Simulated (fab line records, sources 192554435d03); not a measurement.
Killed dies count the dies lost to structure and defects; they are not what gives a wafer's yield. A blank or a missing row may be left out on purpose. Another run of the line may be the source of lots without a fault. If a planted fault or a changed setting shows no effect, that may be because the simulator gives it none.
fab line records	flow n5_finfet	part 1 of 2: steps 1 to 20 of 29
[record] lots = 5	wafers = 15	last_day = 16
route steps=1938 shown ILD0@344 SDB@347
lots untouched by any fault: they come from a run of this same line in which no faults occurred
start_h: start of the lot's first displayed wafer, in hours after the record's first day	wait_h: hours from the lot's prior step to this one	" the same as in the row above	L1.1+2: several wafers, shown together as one row	- no value, or no start given	* or withheld: withheld	< > ~ a bound
route shown NAME@n: NAME is a module with steps in the file, n the number in the route of the first one	usual: mean and standard deviation over wafers with no fault	same: alike in all rows	chamber/n: place in a boat	sites: readings site by site	_std_site: how widely they spread, as a standard deviation	_edge_site: the outer-site mean with the inner-site mean subtracted	radius_mm: how far each site lies from the wafer's centre	mask NAME#n: copy n	behind: the most recent tool/chamber to have shaped the wafer	hold: why the lot was held/for how many hours/how that ended	device: transistor that didn't switch, given as n, p or np	end of line: the tests these same wafers got at the end of their route	step lacking rows: just its recipe	killed: at the first sort, the dies lost to defects and structure; wafer yield is something else	map: per-die view of a wafer (x killed, . not killed, _ where there is no die)
set.NAME: the setting the step ran with; set.NAME@STEP: the setting that earlier step ran with	model.NAME: the simulator's own value behind a step, which no gauge read
lots at selected steps of the route; one table per step, one row per wafer
services: when a tool's chamber went out of use (start_h, in hours from the record's first day, below 0 if earlier), for how many hours, and the reason
[[steps]]
[step N5_ILD0_CMP_12]
[recipe] stop_on = poly-Si	material = SiNx	t_overpolish_s = 6	post_cmp_clean = alkaline_brush	down_force_psi = 2.5	platen_rpm = 51.8	pad_velocity_m_s = 1.0307	target_thk_nm = 17.67
[usual] motor_current_A = 9.0/0.96	overpolish_run_s = 6.001/0.0088	time_to_endpoint_s = 28/3.5
[same] t_overpolish_s = 6
lot.wafer	tool	chamber	start_h	wait_h	motor_current_A	overpolish_run_s	time_to_endpoint_s
L080.1	cmp-02	0	100.98	1.2	8.5	5.997	28
L080.3	"	1	"	"	9.6	5.998	25
L080.5	"	0	"	"	8.8	6.008	29
L085.4	cmp-04	2	131.97	1.2	10.1	5.992	30
L085.1	"	3	"	"	8.7	5.996	30
L085.5	"	1	"	"	7.5	6.010	27
L086.2	cmp-03	0	139.70	1.2	8.4	6.014	26
L086.5	"	2	"	"	9.3	6.001	21
L086.6	"	3	"	"	10.6	6.010	28
L088.3	cmp-02	1	149.92	1.1	9.6	5.999	20
L088.2	"	0	"	"	8.7	6.010	25
L088.6	"	1	"	"	9.2	6.004	23
L091.4	cmp-03	0	167.01	1.2	7.9	6.006	29
L091.2	"	1	"	"	8.1	6.007	25
L091.6	"	3	"	"	10.7	6.015	27
[step N5_ILD0_THK_MEAS_13]
[usual] thk_nm = 17.2/1.6
lot.wafer	tool	chamber	start_h	wait_h	thk_nm
L080.1	film_metro-01	-	101.23	-	17.0
L080.3	"	-	"	"	16.2
L080.5	"	-	"	"	16.5
L085.1	film_metro-02	-	132.23	-	17.9
L085.4	"	-	"	"	19.5
L085.5	"	-	"	"	17.1
L086.2	film_metro-01	-	139.92	-	18.7
L086.5	"	-	"	"	15.4
L086.6	"	-	"	"	18.9
L088.2	film_metro-02	-	150.22	-	17.0
L088.3	"	-	"	"	16.3
L088.6	"	-	"	"	17.6
L091.2	film_metro-02	-	167.27	-	16.2
L091.4	"	-	"	"	16.1
L091.6	"	-	"	"	18.5
[step N5_ILD0_INSPECT_06]
[recipe] inspect_instrument = darkfield	mode = post_cmp
[usual] raw_defect_count = 38/15
lot.wafer	tool	chamber	start_h	wait_h	raw_defect_count
L080.1	defect_inspect-01	-	101.26	0.0	41
L080.3	"	-	"	"	37
L080.5	"	-	"	"	40
L085.1	defect_inspect-02	-	132.26	0.0	32
L085.4	"	-	"	"	14
L085.5	"	-	"	"	23
L086.2	defect_inspect-01	-	139.94	0.0	22
L086.5	"	-	"	"	28
L086.6	"	-	"	"	39
L088.2	defect_inspect-01	-	150.25	0.0	16
L088.3	"	-	"	"	40
L088.6	"	-	"	"	21
L091.2	defect_inspect-01	-	167.30	0.0	38
L091.4	"	-	"	"	33
L091.6	"	-	"	"	30
[step N5_SDB_HM_DEP_00]
[recipe] material = SiNx	target_thk_a = 400	temp_c = 400	precursor = SiH4/NH3/N2	pressure_torr = 1.5	rf_w = 300	time_s = 35.3
[usual] heater_power_w = 773/100	showerhead_plenum_p_Torr = 5.15/0.058	throttle_valve_pct = 40.1/2.1
lot.wafer	tool	chamber	start_h	wait_h	heater_power_w	showerhead_plenum_p_Torr	throttle_valve_pct
L080.1	pecvd-04	1	101.30	0.0	622	5.21	41.8
L080.3	"	2	"	"	797	5.20	37.0
L080.5	"	1	"	"	641	5.22	41.5
L085.1	pecvd-03	0	132.29	0.0	838	5.14	39.3
L085.4	"	2	"	"	672	5.13	40.7
L085.5	"	1	"	"	700	5.21	43.3
L086.2	pecvd-02	1	139.98	0.0	906	5.10	42.4
L086.5	"	1	"	"	880	5.10	42.4
L086.6	"	0	"	"	712	5.12	40.7
L088.2	pecvd-04	0	150.28	0.0	926	5.17	39.9
L088.3	"	2	"	"	822	5.19	37.5
L088.6	"	2	"	"	823	5.21	37.1
L091.2	pecvd-03	2	167.33	0.0	659	5.13	40.5
L091.4	"	1	"	"	723	5.21	43.6
L091.6	"	2	"	"	644	5.14	40.3
[step N5_SDB_COAT_03]
[recipe] resist = SOC	temp_c = 250	time_s = 60	spin_rpm = 1500	resist_thk_nm = 100
[usual] exhaust_pa = 45.1/0.95	plate_temp_C = 250.02/0.16
lot.wafer	tool	chamber	start_h	wait_h	exhaust_pa	plate_temp_C
L080.1	litho_track-02	0	101.38	0.1	44.2	250.19
L080.3	"	0	"	"	43.8	250.08
L080.5	"	0	"	"	43.9	250.09
L085.1	litho_track-01	0	132.38	0.1	43.2	250.24
L085.4	"	0	"	"	43.9	250.18
L085.5	"	0	"	"	44.1	250.40
L086.2	litho_track-01	0	140.06	0.1	45.2	250.26
L086.5	"	0	"	"	44.7	250.08
L086.6	"	0	"	"	44.6	249.97
L088.2	litho_track-01	0	150.36	0.1	44.6	250.43
L088.3	"	0	"	"	43.6	250.33
L088.6	"	0	"	"	44.4	250.25
L091.2	litho_track-01	0	167.42	0.1	45.7	249.88
L091.4	"	0	"	"	46.0	249.78
L091.6	"	0	"	"	46.2	249.78
[step N5_SDB_COAT_04]
[recipe] resist = SiARC	temp_c = 220	time_s = 60	spin_rpm = 1500	resist_thk_nm = 18
[usual] exhaust_pa = 45.0/0.78	plate_temp_C = 219.98/0.15
lot.wafer	tool	chamber	start_h	wait_h	exhaust_pa	plate_temp_C
L080.1	litho_track-02	0	-	-	46.3	219.99
L080.3	"	0	"	"	45.8	220.06
L080.5	"	0	"	"	45.2	220.11
L085.1	litho_track-01	0	-	-	44.2	220.01
L085.4	"	0	"	"	45.0	220.02
L085.5	"	0	"	"	43.8	219.92
L086.2	litho_track-01	0	-	-	45.6	219.72
L086.5	"	0	"	"	45.0	219.95
L086.6	"	0	"	"	44.7	219.83
L088.2	litho_track-01	0	-	-	46.0	220.07
L088.3	"	0	"	"	45.4	219.98
L088.6	"	0	"	"	44.2	220.01
L091.2	litho_track-01	0	-	-	44.1	220.03
L091.4	"	0	"	"	45.0	220.03
L091.6	"	0	"	"	44.8	220.04
[step N5_SDB_COAT_05]
[recipe] resist = CAR-ArF	spin_rpm = 1500	resist_thk_nm = 90
[usual] exhaust_pa = 44.9/0.93
lot.wafer	tool	chamber	start_h	wait_h	exhaust_pa
L080.1	litho_track-02	0	-	-	45.3
L080.3	"	0	"	"	45.5
L080.5	"	0	"	"	43.2
L085.1	litho_track-01	0	-	-	44.5
L085.4	"	0	"	"	44.1
L085.5	"	0	"	"	45.7
L086.2	litho_track-01	0	-	-	45.3
L086.5	"	0	"	"	45.1
L086.6	"	0	"	"	43.9
L088.2	litho_track-01	0	-	-	43.4
L088.3	"	0	"	"	44.0
L088.6	"	0	"	"	43.7
L091.2	litho_track-01	0	-	-	44.0
L091.4	"	0	"	"	43.8
L091.6	"	0	"	"	44.7
[step N5_SDB_EBR_07]
[recipe] solvent = PGMEA	ebr_width_mm = 1.5
[usual] exhaust_pa = 45.0/1.1
lot.wafer	tool	chamber	start_h	wait_h	exhaust_pa
L080.1	litho_track-02	0	-	-	45.1
L080.3	"	0	"	"	44.3
L080.5	"	0	"	"	44.8
L085.1	litho_track-01	0	-	-	46.3
L085.4	"	0	"	"	45.3
L085.5	"	0	"	"	45.4
L086.2	litho_track-01	0	-	-	45.1
L086.5	"	0	"	"	46.2
L086.6	"	0	"	"	45.6
L088.2	litho_track-01	0	-	-	45.3
L088.3	"	0	"	"	46.2
L088.6	"	0	"	"	46.4
L091.2	litho_track-01	0	-	-	45.4
L091.4	"	0	"	"	46.4
L091.6	"	0	"	"	46.5
[step N5_SDB_SOFTBAKE_06]
[recipe] temp_c = 110	time_s = 60	resist = CAR-ArF
[usual] exhaust_pa = 44.7/0.9	plate_temp_C = 110.02/0.15
lot.wafer	tool	chamber	start_h	wait_h	exhaust_pa	plate_temp_C
L080.1	litho_track-02	0	-	-	44.0	109.99
L080.3	"	0	"	"	46.2	110.04
L080.5	"	0	"	"	45.1	110.04
L085.1	litho_track-01	0	-	-	44.2	110.08
L085.4	"	0	"	"	44.4	110.14
L085.5	"	0	"	"	44.4	110.07
L086.2	litho_track-01	0	-	-	43.5	110.17
L086.5	"	0	"	"	43.3	110.19
L086.6	"	0	"	"	44.7	110.18
L088.2	litho_track-01	0	-	-	44.6	110.04
L088.3	"	0	"	"	46.3	109.96
L088.6	"	0	"	"	44.6	110.11
L091.2	litho_track-01	0	-	-	44.3	110.11
L091.4	"	0	"	"	44.7	110.11
L091.6	"	0	"	"	44.3	110.27
[step N5_SDB_EXPOSE_08]
[recipe] mask_id = SDB	na = 1.35	source_shape = conventional	sigma_outer = 0.5	polarization = unpolarized	dose_mj = 49.6
lot.wafer	tool	chamber	start_h	wait_h	mask
L080.1+3+5	arfi_scanner-02	0	101.49	-	SDB#0
L085.1+4+5	arfi_scanner-03	0	132.62	-	SDB#0
L086.2+5+6	arfi_scanner-02	0	140.31	-	SDB#0
L088.2+3+6	arfi_scanner-02	0	150.61	-	SDB#0
L091.2+4+6	arfi_scanner-02	0	167.54	-	SDB#0
[step N5_SDB_PEB_09]
[recipe] peb_temp_c = withheld	peb_time_s = 60	resist = CAR-ArF
[usual] exhaust_pa = 44.9/0.98
lot.wafer	tool	chamber	start_h	wait_h	exhaust_pa
L080.1	litho_track-02	0	101.55	0.1	44.6
L080.3	"	0	"	"	45.1
L080.5	"	0	"	"	43.1
L085.1	litho_track-05	0	132.68	0.1	45.2
L085.4	"	0	"	"	45.7
L085.5	"	0	"	"	44.7
L086.2	litho_track-02	0	140.36	0.0	44.6
L086.5	"	0	"	"	44.1
L086.6	"	0	"	"	43.7
L088.2	litho_track-01	0	150.67	0.0	45.8
L088.3	"	0	"	"	43.4
L088.6	"	0	"	"	43.1
L091.2	litho_track-05	0	167.59	0.0	45.4
L091.4	"	0	"	"	44.3
L091.6	"	0	"	"	43.3
[step N5_SDB_DEVELOP_10]
[recipe] develop_time_s = 30	developer = TMAH	resist = CAR-ArF	rinse_liquid = diw	dry = air_spin	dev_temp_c = 23
[usual] exhaust_pa = 44.9/0.81
lot.wafer	tool	chamber	start_h	wait_h	exhaust_pa
L080.1	litho_track-02	0	-	-	44.0
L080.3	"	0	"	"	44.3
L080.5	"	0	"	"	43.5
L085.1	litho_track-05	0	-	-	43.7
L085.4	"	0	"	"	44.6
L085.5	"	0	"	"	45.8
L086.2	litho_track-02	0	-	-	45.3
L086.5	"	0	"	"	45.1
L086.6	"	0	"	"	44.8
L088.2	litho_track-01	0	-	-	44.4
L088.3	"	0	"	"	45.4
L088.6	"	0	"	"	45.3
L091.2	litho_track-05	0	-	-	44.6
L091.4	"	0	"	"	44.7
L091.6	"	0	"	"	44.4
[step N5_SDB_CD_MEAS_11]
[recipe] target_cd_nm = 50	landing_energy_ev = 500	detector = se_inlens	polarity = opening
[usual] cd_nm = 50.5/1.5
lot.wafer	tool	chamber	start_h	wait_h	cd_nm
L080.1	cd_sem-01	0	101.62	-	49.5
L080.3	"	0	"	"	51.0
L080.5	"	0	"	"	50.7
L085.1	cd_sem-01	0	132.75	-	51.1
L085.4	"	0	"	"	51.7
L085.5	"	0	"	"	51.8
L086.2	cd_sem-01	0	140.43	-	48.6
L086.5	"	0	"	"	48.0
L086.6	"	0	"	"	47.2
L088.2	cd_sem-02	0	150.73	-	53.3
L088.3	"	0	"	"	50.6
L088.6	"	0	"	"	48.2
L091.2	cd_sem-01	0	167.66	-	51.7
L091.4	"	0	"	"	51.8
L091.6	"	0	"	"	50.1
[step N5_SDB_OVL_MEAS_12]
[recipe] points_per_wafer = 44
[usual] SDB_OVL = 0.3/0.81
lot.wafer	tool	chamber	start_h	wait_h	SDB_OVL[nm]
L080.1	overlay-01	0	101.65	0.0	1.2
L080.3	"	0	"	"	1.7
L080.5	"	0	"	"	1.8
L085.1	overlay-02	0	132.78	0.0	-0.3
L085.4	"	0	"	"	-0.7
L085.5	"	0	"	"	-0.9
L086.2	overlay-02	0	140.46	0.0	0.5
L086.5	"	0	"	"	0.2
L086.6	"	0	"	"	0.6
L088.2	overlay-02	0	150.76	0.0	-1.1
L088.3	"	0	"	"	-0.1
L088.6	"	0	"	"	-1.2
L091.2	overlay-02	0	167.69	0.0	1.9
L091.4	"	0	"	"	1.0
L091.6	"	0	"	"	0.3
[step N5_SDB_INSPECT_13]
[recipe] mode = adi	inspect_instrument = brightfield
[usual] raw_defect_count = 92/47
lot.wafer	tool	chamber	start_h	wait_h	raw_defect_count
L080.1	defect_inspect-01	-	101.67	0.0	51
L080.3	"	-	"	"	98
L080.5	"	-	"	"	50
L085.1	defect_inspect-02	-	132.80	0.0	66
L085.4	"	-	"	"	37
L085.5	"	-	"	"	97
L086.2	defect_inspect-01	-	140.48	0.0	55
L086.5	"	-	"	"	55
L086.6	"	-	"	"	64
L088.2	defect_inspect-01	-	150.79	0.0	46
L088.3	"	-	"	"	60
L088.6	"	-	"	"	79
L091.2	defect_inspect-01	-	167.71	0.0	83
L091.4	"	-	"	"	133
L091.6	"	-	"	"	92
[step N5_SDB_DESCUM_16]
[recipe] chemistry = O2	time_s = 7.9	source_power_w = 50	bias_power_w = 20	pressure_mtorr = 20	rf_frequency_hz = 2.712e+07	temp_c = 40	resist = CAR-ArF	o2_flow_sccm = 225
[usual] drypump_motor_current_A = 5.58/0.3	oes_product_au = 0.80/0.091	rf_vpp_V = 243.0/1.2	showerhead_plenum_p_Torr = 2.07/0.056	throttle_valve_pct = 20.37/0.23
lot.wafer	tool	chamber	start_h	wait_h	drypump_motor_current_A	oes_product_au	rf_hours_counter_h	rf_vpp_V	showerhead_plenum_p_Torr	throttle_valve_pct
L080.1	rie_diel-02	2	101.71	0.0	5.69	0.73	181	242.5	2.06	20.50
L080.3	"	1	"	"	5.21	0.78	101	241.3	2.02	20.88
L080.5	"	1	"	"	5.23	0.79	-	242.9	2.02	20.86
L085.1	rie_diel-02	2	132.86	0.1	5.70	0.72	195	243.4	2.06	20.55
L085.4	"	1	"	"	5.23	0.76	-	243.8	2.02	20.89
L085.5	"	2	"	"	5.69	0.72	-	242.4	2.06	20.52
L086.2	rie_diel-03	2	141.09	0.6	5.72	0.93	32	243.0	2.12	20.15
L086.5	"	2	"	"	5.71	0.93	-	244.3	2.12	20.15
L086.6	"	1	"	"	5.22	0.80	-	241.8	2.05	20.46
L088.2	rie_diel-02	2	150.88	0.1	5.70	0.72	204	243.8	2.05	20.54
L088.3	"	0	"	"	5.66	0.72	202	242.7	1.96	20.47
L088.6	"	2	"	"	5.66	0.71	-	244.4	2.05	20.55
L091.2	rie_diel-03	3	167.75	0.0	5.92	0.75	160	243.9	2.05	20.07
L091.4	"	0	"	"	5.06	0.69	233	243.5	2.16	20.33
L091.6	"	3	"	"	5.94	0.74	-	242.9	2.05	20.07
[step N5_SDB_ETCH_17]
[recipe] chemistry = CF4	target = SiARC	target_depth_a = 234	mask_material = CAR-ArF	time_s = 39	ion_energy_ev = 80	pressure_mtorr = 40	source_w = 545	bias_w = 36	Ar_flow_sccm = 100	cf4_flow_sccm = 100	ends = cleared
[usual] drypump_motor_current_A = 5.6/0.3	etch_rf_on_time_s = 39.6/1.2	oes_product_au = 0.68/0.074	rf_vpp_V = 184.0/1.1	showerhead_plenum_p_Torr = 2.12/0.057	throttle_valve_pct = 15.58/0.21
lot.wafer	tool	chamber	start_h	wait_h	drypump_motor_current_A	etch_rf_on_time_s	oes_product_au	rf_hours_counter_h	rf_vpp_V	showerhead_plenum_p_Torr	throttle_valve_pct
L080.1	rie_diel-02	2	101.74	0.0	5.7	38.1	0.63	181	181.9	2.12	15.77
L080.3	"	1	"	"	5.2	39.6	0.66	101	182.8	2.08	15.98
L080.5	"	1	"	"	5.2	39.2	0.67	-	182.9	2.09	15.97
L085.1	rie_diel-02	2	132.90	0.0	5.7	38.4	0.62	195	183.5	2.12	15.79
L085.4	"	1	"	"	5.2	39.5	0.66	-	183.2	2.08	16.00
L085.5	"	2	"	"	5.7	38.6	0.63	-	183.6	2.12	15.79
L086.2	rie_diel-03	2	141.12	0.0	5.7	40.5	0.78	32	184.7	2.19	15.40
L086.5	"	2	"	"	5.7	40.0	0.76	-	185.0	2.19	15.39
L086.6	"	1	"	"	5.2	40.0	0.69	-	183.4	2.07	15.46
L088.2	rie_diel-02	2	150.91	0.0	5.7	38.2	0.62	205	183.1	2.12	15.82
L088.3	"	0	"	"	5.7	40.2	0.61	202	182.3	2.04	15.85
L088.6	"	2	"	"	5.7	38.2	0.62	-	184.8	2.12	15.81
L091.2	rie_diel-03	3	167.78	0.0	6.0	41.1	0.62	160	183.9	2.12	15.49
L091.4	"	0	"	"	5.1	38.0	0.60	233	184.8	2.20	15.61
L091.6	"	3	"	"	5.9	41.0	0.61	-	183.2	2.12	15.49
[step N5_SDB_ETCH_18]
[recipe] chemistry = N2/H2	target = SOC	target_depth_a = 1000	overetch_a = 200	mask_material = SiARC	temp_c = 40	time_s = 150	ion_energy_ev = 200	pressure_mtorr = 30	source_w = 840	bias_w = 150	n2_flow_sccm = 200	h2_flow_sccm = 200
[usual] drypump_motor_current_A = 5.58/0.3	h2_flow_sccm = 200.0/0.58	oes_product_au = 0.72/0.079	rf_vpp_V = 523.3/2.1	showerhead_plenum_p_Torr = 2.52/0.069	throttle_valve_pct = 17.8/0.31
lot.wafer	tool	chamber	start_h	wait_h	drypump_motor_current_A	h2_flow_sccm	oes_product_au	rf_hours_counter_h	rf_vpp_V	showerhead_plenum_p_Torr	throttle_valve_pct
L080.1	rie_diel-02	2	101.78	0.0	5.71	199.8	0.66	181	522.0	2.52	18.1
L080.3	"	1	"	"	5.22	200.6	0.70	101	521.3	2.47	18.2
L080.5	"	1	"	"	5.23	200.3	0.70	-	520.8	2.47	18.2
L085.1	rie_diel-02	2	132.93	0.0	5.70	200.2	0.65	195	524.1	2.52	18.1
L085.4	"	1	"	"	5.28	200.8	0.69	-	521.3	2.46	18.3
L085.5	"	2	"	"	5.69	200.7	0.64	-	522.8	2.52	18.1
L086.2	rie_diel-03	2	141.16	0.0	5.71	200.7	0.82	32	526.0	2.57	17.4
L086.5	"	2	"	"	5.70	199.0	0.82	-	524.9	2.57	17.4
L086.6	"	1	"	"	5.21	200.2	0.73	-	521.7	2.43	17.5
L088.2	rie_diel-02	2	150.95	0.0	5.67	199.6	0.64	205	523.1	2.51	18.1
L088.3	"	0	"	"	5.70	198.8	0.66	202	520.4	2.45	18.4
L088.6	"	2	"	"	5.66	200.5	0.64	-	523.2	2.51	18.1
L091.2	rie_diel-03	3	167.82	0.0	5.95	199.7	0.66	160	523.8	2.53	17.8
L091.4	"	0	"	"	5.11	199.4	0.62	233	525.0	2.62	17.8
L091.6	"	3	"	"	5.93	199.8	0.66	-	524.2	2.53	17.8
[step N5_SDB_STRIP_19]
[recipe] chemistry = N2/H2	temp_c = 40	n2_flow_sccm = 200	h2_flow_sccm = 200	rf_frequency_hz = 6e+07
lot.wafer	tool	chamber	start_h	wait_h
L080.1+3+5	rie_diel-02	2,1,1	101.91	0.1
L085.1+4+5	rie_diel-02	2,1,2	133.06	0.1
L086.2+5+6	rie_diel-03	2,2,1	141.28	0.1
L088.2+3+6	rie_diel-02	2,0,2	151.08	0.1
L091.2+4+6	rie_diel-03	3,0,3	167.95	0.1
[step N5_SDB_STRIP_21]
[recipe] chemistry = CF4	resist = SiARC	power_w = 300	bias_power_w = 75	pressure_mtorr = 50	cf4_flow_sccm = 150	rf_frequency_hz = 6e+07
[usual] drypump_motor_current_A = 5.6/0.3	oes_product_au = 0.79/0.087	rf_vpp_V = 270.9/1.1	showerhead_plenum_p_Torr = 1.78/0.045	throttle_valve_pct = 13.57/0.21
lot.wafer	tool	chamber	start_h	wait_h	drypump_motor_current_A	oes_product_au	rf_hours_counter_h	rf_vpp_V	showerhead_plenum_p_Torr	throttle_valve_pct
L080.1	rie_diel-02	2	101.92	0.0	5.7	0.73	181	270.8	1.80	13.82
L080.3	"	1	"	"	5.2	0.77	101	269.3	1.73	13.85
L080.5	"	1	"	"	5.2	0.78	-	270.4	1.73	13.87
L085.1	rie_diel-02	2	133.07	0.0	5.7	0.71	195	271.0	1.79	13.86
L085.4	"	1	"	"	5.2	0.77	-	270.2	1.73	13.89
L085.5	"	2	"	"	5.7	0.71	-	272.0	1.79	13.86
L086.2	rie_diel-03	2	141.29	0.0	5.7	0.91	32	272.2	1.84	13.37
L086.5	"	2	"	"	5.7	0.91	-	271.5	1.84	13.38
L086.6	"	1	"	"	5.2	0.81	-	268.9	1.74	13.46
L088.2	rie_diel-02	2	151.09	0.0	5.7	0.71	205	270.7	1.79	13.85
L088.3	"	0	"	"	5.7	0.73	202	269.6	1.72	13.89
L088.6	"	2	"	"	5.7	0.71	-	270.1	1.79	13.86
L091.2	rie_diel-03	3	167.96	0.0	5.9	0.74	160	271.3	1.77	13.50
L091.4	"	0	"	"	5.1	0.68	233	271.0	1.84	13.61
L091.6	"	3	"	"	5.9	0.74	-	271.2	1.77	13.49
